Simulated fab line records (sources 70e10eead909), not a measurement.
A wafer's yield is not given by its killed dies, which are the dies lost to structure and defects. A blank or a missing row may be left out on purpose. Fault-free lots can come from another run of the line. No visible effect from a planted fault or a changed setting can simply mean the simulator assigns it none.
What tool caused it? / flow nand-harc / 14 lots, 42 wafers sampled, at 4 steps of a route of 1159

== WHAT THE GAUGES READ, wafer by wafer ==
The record holds no reading of a measuring or inspecting step that can be judged against a usual standard deviation.

== EACH LOT AND THE TOOL THAT RAN IT (in order: tool; ch and the chambers of the sampled wafers; start) ==
lot=L682; NHARC_P_GATE_ETCH_104=rie-diel-06 ch 0,2, day 5 05:01; NHARC_P_GATE_HM_OPEN_105=rie-diel-06 ch 1,2,3, day 5 18:46 or earlier; NHARC_P_GATE_DESCUM_61=rie-diel-03 ch 0,3, day 5 18:46; NHARC_P_CONTACT_DEP_30=pecvd-04 ch 1,2, day 5 23:36
lot=L684; NHARC_P_GATE_ETCH_104=rie-diel-03 ch 0,1,2, day 6 00:35; NHARC_P_GATE_HM_OPEN_105=rie-diel-03 ch 2,3, day 6 15:10 or earlier; NHARC_P_GATE_DESCUM_61=rie-diel-06 ch 0,2,3, day 6 15:10; NHARC_P_CONTACT_DEP_30=pecvd-01 ch 0,1,2, day 6 19:59
lot=L686; NHARC_P_GATE_ETCH_104=rie-diel-03 ch 1,2,3, day 6 12:16; NHARC_P_GATE_HM_OPEN_105=rie-diel-03 ch 0,2,3, day 7 01:51 or earlier; NHARC_P_GATE_DESCUM_61=rie-diel-06 ch 1,2,3, day 7 01:51; NHARC_P_CONTACT_DEP_30=pecvd-04 ch 0,2, day 7 06:38
lot=L691; NHARC_P_GATE_ETCH_104=rie-diel-06 ch 0,3, day 7 20:01; NHARC_P_GATE_HM_OPEN_105=rie-diel-06 ch 0,2,3, day 8 09:45 or earlier; NHARC_P_GATE_DESCUM_61=rie-diel-08 ch 0,1,2, day 8 09:45; NHARC_P_CONTACT_DEP_30=pecvd-01 ch 1,2, day 8 14:31
lot=L693; NHARC_P_GATE_ETCH_104=rie-diel-06 ch 0,3, day 7 20:57; NHARC_P_GATE_HM_OPEN_105=rie-diel-06 ch 0,2, day 8 10:31 or earlier; NHARC_P_GATE_DESCUM_61=rie-diel-08 ch 1,2,3, day 8 10:31; NHARC_P_CONTACT_DEP_30=pecvd-04 ch 0,1, day 8 15:16
lot=L695; NHARC_P_GATE_ETCH_104=rie-diel-06 ch 1,2,3, day 8 14:47; NHARC_P_GATE_HM_OPEN_105=rie-diel-06 ch 1,2, day 9 04:13 or earlier; NHARC_P_GATE_DESCUM_61=rie-diel-06 ch 0,3, day 9 04:13; NHARC_P_CONTACT_DEP_30=pecvd-01 ch 0,2, day 9 09:23
lot=L694; NHARC_P_GATE_ETCH_104=rie-diel-03 ch 2,3, day 8 15:16; NHARC_P_GATE_HM_OPEN_105=rie-diel-03 ch 0,1,3, day 9 05:01 or earlier; NHARC_P_GATE_DESCUM_61=rie-diel-03 ch 2,3, day 9 05:01; NHARC_P_CONTACT_DEP_30=pecvd-03 ch 1,2, day 9 10:20
lot=L696; NHARC_P_GATE_ETCH_104=rie-diel-08 ch 0,3, day 8 23:25; NHARC_P_GATE_HM_OPEN_105=rie-diel-08 ch 0,3, day 9 13:07 or earlier; NHARC_P_GATE_DESCUM_61=rie-diel-06 ch 1,2,3, day 9 13:07; NHARC_P_CONTACT_DEP_30=pecvd-04 ch 1,2, day 9 18:00
lot=L697; NHARC_P_GATE_ETCH_104=rie-diel-03 ch 0,1,3, day 9 05:42; NHARC_P_GATE_HM_OPEN_105=rie-diel-03 ch 0,2,3, day 9 19:35 or earlier; NHARC_P_GATE_DESCUM_61=rie-diel-08 ch 0,2, day 9 19:35; NHARC_P_CONTACT_DEP_30=pecvd-04 ch 0,1,2, day 10 00:26
lot=L699; NHARC_P_GATE_ETCH_104=rie-diel-08 ch 0,1,3, day 9 14:53; NHARC_P_GATE_HM_OPEN_105=rie-diel-08 ch 0,1,3, day 10 07:54 or earlier; NHARC_P_GATE_DESCUM_61=rie-diel-08 ch 0,1, day 10 07:54; NHARC_P_CONTACT_DEP_30=pecvd-04 ch 1,2, day 10 12:34
lot=L698; NHARC_P_GATE_ETCH_104=rie-diel-06 ch 1,3, day 9 15:08; NHARC_P_GATE_HM_OPEN_105=rie-diel-06 ch 1,3, day 10 04:55 or earlier; NHARC_P_GATE_DESCUM_61=rie-diel-06 ch 0,1,3, day 10 04:55; NHARC_P_CONTACT_DEP_30=pecvd-04 ch 1,2, day 10 09:28
lot=L700; NHARC_P_GATE_ETCH_104=rie-diel-06 ch 2,3, day 10 00:04; NHARC_P_GATE_HM_OPEN_105=rie-diel-06 ch 0,2,3, day 10 13:50 or earlier; NHARC_P_GATE_DESCUM_61=rie-diel-06 ch 1,2, day 10 13:50; NHARC_P_CONTACT_DEP_30=pecvd-04 ch 0,1, day 10 18:46
lot=L701; NHARC_P_GATE_ETCH_104=rie-diel-08 ch 1,2, day 10 04:19; NHARC_P_GATE_HM_OPEN_105=rie-diel-08 ch 0,1,3, day 10 18:45 or earlier; NHARC_P_GATE_DESCUM_61=rie-diel-08 ch 1,3, day 10 18:45; NHARC_P_CONTACT_DEP_30=pecvd-03 ch 0,1,2, day 10 23:36
lot=L702; NHARC_P_GATE_ETCH_104=rie-diel-06 ch 0,1,2, day 10 14:43; NHARC_P_GATE_HM_OPEN_105=rie-diel-06 ch 0,1,2, day 11 05:01 or earlier; NHARC_P_GATE_DESCUM_61=rie-diel-03 ch 0,3, day 11 05:01; NHARC_P_CONTACT_DEP_30=pecvd-04 ch 0,2, day 11 09:45
- NHARC_P_GATE_ETCH_104: etches the open film in CF4/CHF3, target depth 60 nm.
- NHARC_P_GATE_HM_OPEN_105: chemistry O2/COS, target depth 360 nm.
- NHARC_P_GATE_DESCUM_61: chemistry O2, time 3 s.
- NHARC_P_CONTACT_DEP_30: deposits SiNx, target thk 30 nm.

== WHAT THE TOOLS THEMSELVES READ (means of the sampled wafers that have a number; where no wafer has one, the mark that the record gives instead) ==
NHARC_P_GATE_ETCH_104. Usual: drypump-motor-current-A 5.9 A, standard deviation 0.4; oes-product-au 0.942 a.u., standard deviation 0.021; rf-vpp-V 369.8 V, standard deviation 1.5; showerhead-plenum-p-Torr 1.55 Torr, standard deviation 0.038; throttle-valve-pct 16.803 %, standard deviation 0.0085.
lot=L682; tool=rie-diel-06; drypump-motor-current-A (A)=6.1; oes-product-au (a.u.)=0.924; rf-vpp-V (V)=369.8; showerhead-plenum-p-Torr (Torr)=1.55; throttle-valve-pct (%)=16.806; flag=
lot=L684; tool=rie-diel-03; drypump-motor-current-A (A)=6.0; oes-product-au (a.u.)=0.953; rf-vpp-V (V)=369.0; showerhead-plenum-p-Torr (Torr)=1.51; throttle-valve-pct (%)=16.798; flag=
lot=L686; tool=rie-diel-03; drypump-motor-current-A (A)=5.6; oes-product-au (a.u.)=0.978; rf-vpp-V (V)=369.2; showerhead-plenum-p-Torr (Torr)=1.53; throttle-valve-pct (%)=16.797; flag=
lot=L691; tool=rie-diel-06; drypump-motor-current-A (A)=5.8; oes-product-au (a.u.)=0.927; rf-vpp-V (V)=371.1; showerhead-plenum-p-Torr (Torr)=1.59; throttle-valve-pct (%)=16.812; flag=
lot=L693; tool=rie-diel-06; drypump-motor-current-A (A)=5.8; oes-product-au (a.u.)=0.920; rf-vpp-V (V)=370.9; showerhead-plenum-p-Torr (Torr)=1.59; throttle-valve-pct (%)=16.805; flag=
lot=L695; tool=rie-diel-06; drypump-motor-current-A (A)=6.0; oes-product-au (a.u.)=0.942; rf-vpp-V (V)=370.6; showerhead-plenum-p-Torr (Torr)=1.58; throttle-valve-pct (%)=16.799; flag=
lot=L694; tool=rie-diel-03; drypump-motor-current-A (A)=5.5; oes-product-au (a.u.)=0.929; rf-vpp-V (V)=369.2; showerhead-plenum-p-Torr (Torr)=1.52; throttle-valve-pct (%)=16.802; flag=
lot=L696; tool=rie-diel-08; drypump-motor-current-A (A)=5.8; oes-product-au (a.u.)=0.951; rf-vpp-V (V)=369.0; showerhead-plenum-p-Torr (Torr)=1.53; throttle-valve-pct (%)=16.802; flag=
lot=L697; tool=rie-diel-03; drypump-motor-current-A (A)=5.9; oes-product-au (a.u.)=0.958; rf-vpp-V (V)=367.7; showerhead-plenum-p-Torr (Torr)=1.52; throttle-valve-pct (%)=16.803; flag=
lot=L699; tool=rie-diel-08; drypump-motor-current-A (A)=5.9; oes-product-au (a.u.)=0.923; rf-vpp-V (V)=369.5; showerhead-plenum-p-Torr (Torr)=1.52; throttle-valve-pct (%)=16.801; flag=
lot=L698; tool=rie-diel-06; drypump-motor-current-A (A)=5.7; oes-product-au (a.u.)=0.925; rf-vpp-V (V)=370.0; showerhead-plenum-p-Torr (Torr)=1.58; throttle-valve-pct (%)=16.805; flag=
lot=L700; tool=rie-diel-06; drypump-motor-current-A (A)=6.2; oes-product-au (a.u.)=0.951; rf-vpp-V (V)=370.6; showerhead-plenum-p-Torr (Torr)=1.58; throttle-valve-pct (%)=16.814; flag=
lot=L701; tool=rie-diel-08; drypump-motor-current-A (A)=6.2; oes-product-au (a.u.)=0.940; rf-vpp-V (V)=370.3; showerhead-plenum-p-Torr (Torr)=1.58; throttle-valve-pct (%)=16.798; flag=
lot=L702; tool=rie-diel-06; drypump-motor-current-A (A)=6.1; oes-product-au (a.u.)=0.928; rf-vpp-V (V)=370.0; showerhead-plenum-p-Torr (Torr)=1.55; throttle-valve-pct (%)=16.809; flag=

NHARC_P_GATE_HM_OPEN_105. Usual: drypump-motor-current-A 5.9 A, standard deviation 0.4; oes-product-au 1.000 a.u., standard deviation 0.011; rf-vpp-V 466.0 V, standard deviation 1.8; showerhead-plenum-p-Torr 3.07 Torr, standard deviation 0.071; throttle-valve-pct 28.330 %, standard deviation 0.0084.
lot=L682; tool=rie-diel-06; drypump-motor-current-A (A)=6.0; oes-product-au (a.u.)=0.999; rf-vpp-V (V)=467.9; showerhead-plenum-p-Torr (Torr)=3.13; throttle-valve-pct (%)=28.324; flag=
lot=L684; tool=rie-diel-03; drypump-motor-current-A (A)=5.4; oes-product-au (a.u.)=1.006; rf-vpp-V (V)=465.7; showerhead-plenum-p-Torr (Torr)=3.06; throttle-valve-pct (%)=28.336; flag=
lot=L686; tool=rie-diel-03; drypump-motor-current-A (A)=5.8; oes-product-au (a.u.)=1.010; rf-vpp-V (V)=464.3; showerhead-plenum-p-Torr (Torr)=3.01; throttle-valve-pct (%)=28.326; flag=
lot=L691; tool=rie-diel-06; drypump-motor-current-A (A)=6.1; oes-product-au (a.u.)=1.005; rf-vpp-V (V)=466.9; showerhead-plenum-p-Torr (Torr)=3.11; throttle-valve-pct (%)=28.333; flag=
lot=L693; tool=rie-diel-06; drypump-motor-current-A (A)=6.1; oes-product-au (a.u.)=1.006; rf-vpp-V (V)=466.1; showerhead-plenum-p-Torr (Torr)=3.06; throttle-valve-pct (%)=28.328; flag=
lot=L695; tool=rie-diel-06; drypump-motor-current-A (A)=6.3; oes-product-au (a.u.)=0.990; rf-vpp-V (V)=466.3; showerhead-plenum-p-Torr (Torr)=3.09; throttle-valve-pct (%)=28.332; flag=
lot=L694; tool=rie-diel-03; drypump-motor-current-A (A)=5.9; oes-product-au (a.u.)=1.008; rf-vpp-V (V)=465.0; showerhead-plenum-p-Torr (Torr)=3.01; throttle-valve-pct (%)=28.330; flag=
lot=L696; tool=rie-diel-08; drypump-motor-current-A (A)=6.0; oes-product-au (a.u.)=0.988; rf-vpp-V (V)=464.8; showerhead-plenum-p-Torr (Torr)=3.00; throttle-valve-pct (%)=28.330; flag=
lot=L697; tool=rie-diel-03; drypump-motor-current-A (A)=5.8; oes-product-au (a.u.)=1.011; rf-vpp-V (V)=464.2; showerhead-plenum-p-Torr (Torr)=3.00; throttle-valve-pct (%)=28.328; flag=
lot=L699; tool=rie-diel-08; drypump-motor-current-A (A)=5.9; oes-product-au (a.u.)=0.995; rf-vpp-V (V)=465.1; showerhead-plenum-p-Torr (Torr)=3.02; throttle-valve-pct (%)=28.333; flag=
lot=L698; tool=rie-diel-06; drypump-motor-current-A (A)=5.7; oes-product-au (a.u.)=0.987; rf-vpp-V (V)=467.2; showerhead-plenum-p-Torr (Torr)=3.16; throttle-valve-pct (%)=28.335; flag=
lot=L700; tool=rie-diel-06; drypump-motor-current-A (A)=6.0; oes-product-au (a.u.)=0.996; rf-vpp-V (V)=468.1; showerhead-plenum-p-Torr (Torr)=3.11; throttle-valve-pct (%)=28.335; flag=
lot=L701; tool=rie-diel-08; drypump-motor-current-A (A)=5.9; oes-product-au (a.u.)=1.004; rf-vpp-V (V)=464.4; showerhead-plenum-p-Torr (Torr)=3.02; throttle-valve-pct (%)=28.337; flag=
lot=L702; tool=rie-diel-06; drypump-motor-current-A (A)=6.1; oes-product-au (a.u.)=0.997; rf-vpp-V (V)=465.8; showerhead-plenum-p-Torr (Torr)=3.07; throttle-valve-pct (%)=28.334; flag=

NHARC_P_GATE_DESCUM_61. Usual: drypump-motor-current-A 6.0 A, standard deviation 0.36; oes-product-au 1.000 a.u., standard deviation 0.011; rf-vpp-V 57.8 V, standard deviation 0.78; showerhead-plenum-p-Torr 1.89 Torr, standard deviation 0.048; throttle-valve-pct 11.311 %, standard deviation 0.0094.
lot=L682; tool=rie-diel-03; drypump-motor-current-A (A)=6.1; oes-product-au (a.u.)=1.003; rf-vpp-V (V)=57.7; showerhead-plenum-p-Torr (Torr)=1.84; throttle-valve-pct (%)=11.310; flag=
lot=L684; tool=rie-diel-06; drypump-motor-current-A (A)=6.0; oes-product-au (a.u.)=0.993; rf-vpp-V (V)=58.4; showerhead-plenum-p-Torr (Torr)=1.91; throttle-valve-pct (%)=11.305; flag=
lot=L686; tool=rie-diel-06; drypump-motor-current-A (A)=5.9; oes-product-au (a.u.)=0.996; rf-vpp-V (V)=58.8; showerhead-plenum-p-Torr (Torr)=1.92; throttle-valve-pct (%)=11.318; flag=
lot=L691; tool=rie-diel-08; drypump-motor-current-A (A)=6.2; oes-product-au (a.u.)=0.999; rf-vpp-V (V)=58.0; showerhead-plenum-p-Torr (Torr)=1.88; throttle-valve-pct (%)=11.309; flag=
lot=L693; tool=rie-diel-08; drypump-motor-current-A (A)=5.9; oes-product-au (a.u.)=1.007; rf-vpp-V (V)=57.5; showerhead-plenum-p-Torr (Torr)=1.90; throttle-valve-pct (%)=11.309; flag=
lot=L695; tool=rie-diel-06; drypump-motor-current-A (A)=5.8; oes-product-au (a.u.)=1.004; rf-vpp-V (V)=57.7; showerhead-plenum-p-Torr (Torr)=1.89; throttle-valve-pct (%)=11.314; flag=
lot=L694; tool=rie-diel-03; drypump-motor-current-A (A)=5.4; oes-product-au (a.u.)=1.017; rf-vpp-V (V)=57.5; showerhead-plenum-p-Torr (Torr)=1.84; throttle-valve-pct (%)=11.325; flag=
lot=L696; tool=rie-diel-06; drypump-motor-current-A (A)=6.0; oes-product-au (a.u.)=1.001; rf-vpp-V (V)=57.9; showerhead-plenum-p-Torr (Torr)=1.92; throttle-valve-pct (%)=11.320; flag=
lot=L697; tool=rie-diel-08; drypump-motor-current-A (A)=6.4; oes-product-au (a.u.)=1.001; rf-vpp-V (V)=57.4; showerhead-plenum-p-Torr (Torr)=1.91; throttle-valve-pct (%)=11.309; flag=
lot=L699; tool=rie-diel-08; drypump-motor-current-A (A)=6.1; oes-product-au (a.u.)=1.004; rf-vpp-V (V)=57.2; showerhead-plenum-p-Torr (Torr)=1.83; throttle-valve-pct (%)=11.316; flag=
lot=L698; tool=rie-diel-06; drypump-motor-current-A (A)=5.8; oes-product-au (a.u.)=1.008; rf-vpp-V (V)=58.4; showerhead-plenum-p-Torr (Torr)=1.91; throttle-valve-pct (%)=11.312; flag=
lot=L700; tool=rie-diel-06; drypump-motor-current-A (A)=6.2; oes-product-au (a.u.)=0.993; rf-vpp-V (V)=57.9; showerhead-plenum-p-Torr (Torr)=1.89; throttle-valve-pct (%)=11.319; flag=
lot=L701; tool=rie-diel-08; drypump-motor-current-A (A)=5.8; oes-product-au (a.u.)=1.003; rf-vpp-V (V)=57.2; showerhead-plenum-p-Torr (Torr)=1.86; throttle-valve-pct (%)=11.313; flag=
lot=L702; tool=rie-diel-03; drypump-motor-current-A (A)=6.1; oes-product-au (a.u.)=0.998; rf-vpp-V (V)=57.2; showerhead-plenum-p-Torr (Torr)=1.82; throttle-valve-pct (%)=11.318; flag=

NHARC_P_CONTACT_DEP_30. Usual: heater-power-outer-w 414 W, standard deviation 48; heater-power-w 695 W, standard deviation 71.
lot=L682; tool=pecvd-04; heater-power-outer-w (W)=359; heater-power-w (W)=620; flag=
lot=L684; tool=pecvd-01; heater-power-outer-w (W)=-; heater-power-w (W)=-; flag=OFF
lot=L686; tool=pecvd-04; heater-power-outer-w (W)=-; heater-power-w (W)=-; flag=OFF
lot=L691; tool=pecvd-01; heater-power-outer-w (W)=503; heater-power-w (W)=826; flag=
lot=L693; tool=pecvd-04; heater-power-outer-w (W)=402; heater-power-w (W)=700; flag=
lot=L695; tool=pecvd-01; heater-power-outer-w (W)=410; heater-power-w (W)=699; flag=
lot=L694; tool=pecvd-03; heater-power-outer-w (W)=392; heater-power-w (W)=620; flag=
lot=L696; tool=pecvd-04; heater-power-outer-w (W)=418; heater-power-w (W)=701; flag=
lot=L697; tool=pecvd-04; heater-power-outer-w (W)=409; heater-power-w (W)=690; flag=
lot=L699; tool=pecvd-04; heater-power-outer-w (W)=372; heater-power-w (W)=622; flag=
lot=L698; tool=pecvd-04; heater-power-outer-w (W)=429; heater-power-w (W)=734; flag=
lot=L700; tool=pecvd-04; heater-power-outer-w (W)=401; heater-power-w (W)=700; flag=
lot=L701; tool=pecvd-03; heater-power-outer-w (W)=402; heater-power-w (W)=652; flag=
lot=L702; tool=pecvd-04; heater-power-outer-w (W)=372; heater-power-w (W)=653; flag=

== THE ANSWER, worked out from the rows above alone ==
Rule: a lot counts as off when the mean over its wafers that have a number is more than 3 standard deviations away from the usual mean. Also off: a lot with no number at a reading for which 4 or more lots have one. All remaining lots with rows at the step are treated as sound. After the gauges, taken in route order, come the tools' own readings; for these a lot's mean is taken, as printed above. The first step at which some lot is off is used, and at that step the reading that is off furthest; a lot without a number counts as furthest.
Off: L684, L686, at NHARC_P_CONTACT_DEP_30 (heater-power-outer-w). Without a number there: L684, L686.
If a tool, at that step or one of the process steps before it, ran each lot that is off and ran no sound lot following the first of them, it fits. With no start given for some of its lots, NHARC_P_GATE_HM_OPEN_105 uses the hours and lot order of NHARC_P_GATE_DESCUM_61. No candidate that was tried fits.

== WHAT WAS PUT IN BY THE SIMULATOR ==
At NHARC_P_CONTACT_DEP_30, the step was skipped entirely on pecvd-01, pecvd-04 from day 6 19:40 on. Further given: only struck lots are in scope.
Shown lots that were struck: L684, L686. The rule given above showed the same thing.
